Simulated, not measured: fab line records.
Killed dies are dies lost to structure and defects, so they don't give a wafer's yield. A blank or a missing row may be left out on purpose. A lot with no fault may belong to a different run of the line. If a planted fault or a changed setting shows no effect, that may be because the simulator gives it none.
Struck lot and sound lot, side by side | flow n5-finfet | 39 steps out of a route of 1938
Sound: these wafers, L623.4, L623.5, L623.6. Struck: wafer L607.6 (left out: L607.2, L607.4 of the same lot, which were not struck); the cause appears at the end.
At each step with rows: each side's tool, then ch and its chambers, then its first start. Under that, the readings that differ: sound wafers | struck wafers | difference of the means | sigmas: that difference in standard deviations of wafers without a fault.
alike: readings with means less than 2 such deviations apart, plus words and numbers identical on both sides. not compared: withheld readings, readings lacking a value on some wafer, bounds such as >300 that could conceal the same value, and numbers that have no deviation in the record and whose values overlap.
A row with sigmas, a row that says differs or no value, or rows on one side alone: a step with any of these is where the two part. Numbers that have no deviation but don't overlap get no sigmas and don't part them. Lack of a reading on every wafer of one side parts them only where that side has two or more wafers.

first, 9 steps without rows for these wafers: N5_MOL_CONTACT_COAG_PRE_CLEAN_121; N5_MOL_CONTACT_COAG_CVD_140 (deposits W, target thk 66.5 nm, time 215 s); N5_MOL_CONTACT_COAG_PRECLEAN_127 (cleans in DIW, time 57.5 s); N5_MOL_CONTACT_COAG_SRD_128 (dry time 32 s); N5_MOL_CONTACT_COAG_CMP_52 (polishes, stops on SiO2, t overpolish 1.5 s, target thk 66.5 nm); N5_MOL_CONTACT_COAG_ANNEAL_112 (time 1800 s); N5_BEOL_M0_SAQP_PECVD_00 (deposits SiCN from 3MS/NH3, target thk 8 nm, time 14 s); N5_BEOL_M0_SAQP_ILD_DEP_01 (deposits SiOC from DEMS/O2, target thk 45.419 nm, time 8.7 s); N5_BEOL_M0_SAQP_HM_DEP_02 (deposits TiN, target thk 12 nm).
N5_BEOL_M0_SAQP_PECVD_03: deposits SiCN from 3MS/NH3, target thk 12 nm, time 21.1 s.
  sound on pecvd-01 ch 0,1,2, day 10 10:45; struck on pecvd-04 ch 0, day 6 09:10
  reading                                         | sound          | struck | difference | sigmas
  run-length-s (s)                                | 50.8 52.0 51.7 | 54.2   | +2.7       | +5
  model.SiCN_of_BEOL_M0_SAQP_PECVD_03.thk-nm (nm) | 12.4 12.2 12.2 | 13     | +1         |
  alike: showerhead-plenum-p-Torr, showerhead-vpp-V, throttle-valve-pct
then, 25 steps without rows for these wafers: N5_BEOL_M0_SAQP_PECVD_96 (deposits a-Si from SiH4/He, target thk 45 nm, time 45.2 s); N5_BEOL_M0_SAQP_PECVD_97 (deposits SiNx from SiH4/NH3/N2, target thk 23 nm, time 19.9 s); N5_BEOL_M0_SAQP_PECVD_04 (deposits a-Si from SiH4/He, target thk 60 nm, time 60.2 s); N5_BEOL_M0_SAQP_HM_DEP_111 (deposits SiO2 from SiH4/N2O, target thk 12 nm, time 7.2 s); N5_BEOL_M0_SAQP_COAT_81 (time 60 s, resist thk 100 nm); N5_BEOL_M0_SAQP_COAT_82 (time 60 s, resist thk 30 nm); N5_BEOL_M0_SAQP_COAT_08 (resist thk 90 nm); N5_BEOL_M0_SAQP_EBR_10; N5_BEOL_M0_SAQP_SOFTBAKE_09 (time 60 s); N5_BEOL_M0_SAQP_EXPOSE_11 (exposes mask M0 CORE, target cd 42 nm); N5_BEOL_M0_SAQP_PEB_12 (peb time 60 s); N5_BEOL_M0_SAQP_DEVELOP_13 (develop time 30 s); N5_BEOL_M0_SAQP_DESCUM_19 (chemistry O2, time 7.9 s); N5_BEOL_M0_SAQP_ETCH_83 (etches SiARC in CF4, target depth 39 nm, time 65 s); N5_BEOL_M0_SAQP_ETCH_84 (etches SOC in N2/H2, target depth 100 nm, overetch 20 nm, time 150 s); N5_BEOL_M0_SAQP_STRIP_80 (strips in N2/H2); N5_BEOL_M0_SAQP_HM_OPEN_112 (chemistry CHF3/O2, target SiO2, stops on a-Si, target depth 12 nm, time 13.5 s); N5_BEOL_M0_SAQP_STRIP_113 (strips in CHF3/O2); N5_BEOL_M0_SAQP_MANDREL_ETCH_20 (etches a-Si in HBr/Cl2, stops on SiNx, target depth 60 nm, bt time 10 s, time 30 s); N5_BEOL_M0_SAQP_STRIP_86 (strips in N2/H2); N5_BEOL_M0_SAQP_STRIP_115 (strips in post etch residue remover, time 60 s); N5_BEOL_M0_SAQP_SRD_93 (time 30 s); N5_BEOL_M0_SAQP_RECESS_114 (chemistry HF/NH3, target SiO2, target depth 14.4 nm, afs cycles 3, sublimation time 60 s); N5_BEOL_M0_SAQP_SPACER1_ALD_98 (deposits SiO2, target thk 12.8 nm, pulse time 1 s, purge time 2 s); N5_BEOL_M0_SAQP_SPACER1_ETCHBACK_99 (etches SiO2 in CHF3/O2, target depth 15.4 nm, time 7.7 s).
N5_BEOL_M0_SAQP_RECESS_109: chemistry HF/NH3, target SiO2, target depth 3 nm, afs cycles 1, sublimation time 60 s.
  sound on vapor-etch-01 ch 0,1, day 10 13:59; struck on vapor-etch-02 ch 0, day 6 12:24
  reading                                         | sound     | struck | difference | sigmas
  model.SiCN_of_BEOL_M0_SAQP_PECVD_03.thk-nm (nm) | 9 8.6 8.8 | 9.6    | +0.8       |
  alike: drypump-motor-current-A, temp-c
N5_BEOL_M0_ETCH_138: etches SiCN in CH3F/O2, target depth 12 nm, time 31.6 s.
  sound on rie-diel-04 ch 0,1, day 10 17:10; struck on rie-diel-04 ch 2, day 6 17:08
  reading                  | sound             | struck | difference | sigmas
  etch-rf-on-time-s (s)    | 30.6 29.4 29.4    | 33.0   | +3.2       | +3
  model.etch.depth-nm (nm) | 9.087 8.648 8.863 | 9.631  | +0.765     |
  alike: O2_flow_sccm, drypump-motor-current-A, oes-product-au, rf-vpp-V, showerhead-plenum-p-Torr, throttle-valve-pct
  not compared: rf-hours-counter-h
N5_BEOL_M0_ETCH_128: etches SiCN in CF4/N2, target depth 12 nm, overetch 5.1 nm, time 21.4 s.
  sound on rie-diel-03 ch 2,3, day 10 20:49; struck on rie-diel-01 ch 3, day 6 17:48
  reading                  | sound             | struck | difference | sigmas
  oes-product-au (a.u.)    | 0.53 0.53 0.52    | 0.68   | +0.15      | +2
  model.etch.depth-nm (nm) | 9.087 8.648 8.863 | 9.631  | +0.765     |
  alike: cf4-flow-sccm, drypump-motor-current-A, n2-flow-sccm, rf-vpp-V, showerhead-plenum-p-Torr, throttle-valve-pct
  not compared: rf-hours-counter-h
-- here the record skips 2 days between the struck wafers' starts before and after, leaving off in module BEOL_M0 and picking up in module BEOL_M4 (first step shown: number 1111 of the route) --
N5_BEOL_M4_RC_MEAS_101:
  sound on prober-01 ch 0, day 14 07:03; struck on prober-01 ch 0, day 9 00:53
  alike: DIBL_N, DIBL_P, IOFF_N, IOFF_P, ION_N, ION_P, SS_N, SS_P, VT_N, VT_P

WHERE THEY PART
Last at N5_BEOL_M0_ETCH_128 as far as this record goes, first at N5_BEOL_M0_SAQP_PECVD_03. Later steps at which nothing parts them and some readings are alike: N5_BEOL_M4_RC_MEAS_101.

WHY: what had been put in by the simulator
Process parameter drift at N5_BEOL_M0_SAQP_PECVD_03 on pecvd-04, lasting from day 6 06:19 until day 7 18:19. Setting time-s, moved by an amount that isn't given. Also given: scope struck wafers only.
